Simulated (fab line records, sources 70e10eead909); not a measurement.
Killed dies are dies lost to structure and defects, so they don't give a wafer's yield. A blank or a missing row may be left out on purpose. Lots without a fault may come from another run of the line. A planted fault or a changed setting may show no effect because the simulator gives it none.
Chamber matching | flow nand_harc | NHARC_A_STAIRCASE_TRIM_196 on rie_diel-06: 4 sister chambers
The step chemistry O2, time 211.2 s. 4 wafers are shown with their chamber, then 9 later ones without.

WAFERS WITH THEIR CHAMBER
wafer  | chamber | showerhead_plenum_p_Torr (Torr)
L078.4 | 3       | 3.46
L085.4 | 2       | 3.75
L090.1 | 1       | 3.58
L090.5 | 0       | 3.53

WAFERS WITHOUT THEIR CHAMBER
wafer  | showerhead_plenum_p_Torr (Torr)
L091.1 | 3.44
L091.4 | 3.58
L091.5 | 3.44
L095.2 | 3.74
L095.3 | 3.44
L095.6 | 3.52
L097.3 | 3.57
L097.4 | 3.74
L097.6 | 3.57

WHICH CHAMBER EACH WENT THROUGH
wafer  | from the rows above | in truth
L091.1 | 3                   | 3
L091.4 | 1                   | 1
L091.5 | 3                   | 3
L095.2 | 2                   | 2
L095.3 | 3                   | 3
L095.6 | 0                   | 0
L097.3 | 1                   | 1
L097.4 | 2                   | 2
L097.6 | 1                   | 1
Placed correctly: 9 of 9. Can't be placed from these rows: 0. Placed wrongly: 0.
How it was worked out, from the rows above alone: a wafer's distance from a chamber is the root of the sum, over the readings, of the square of ((its reading less the chamber's mean) divided by the reading's scatter). The wafer belongs to the nearest chamber; if the next one is less than 2 further off, it can't be placed. A chamber's mean is the mean of its shown wafers. The scatter: with one shown wafer a chamber, the root of the mean of the squares of how far each hidden wafer lies from its nearest shown one.
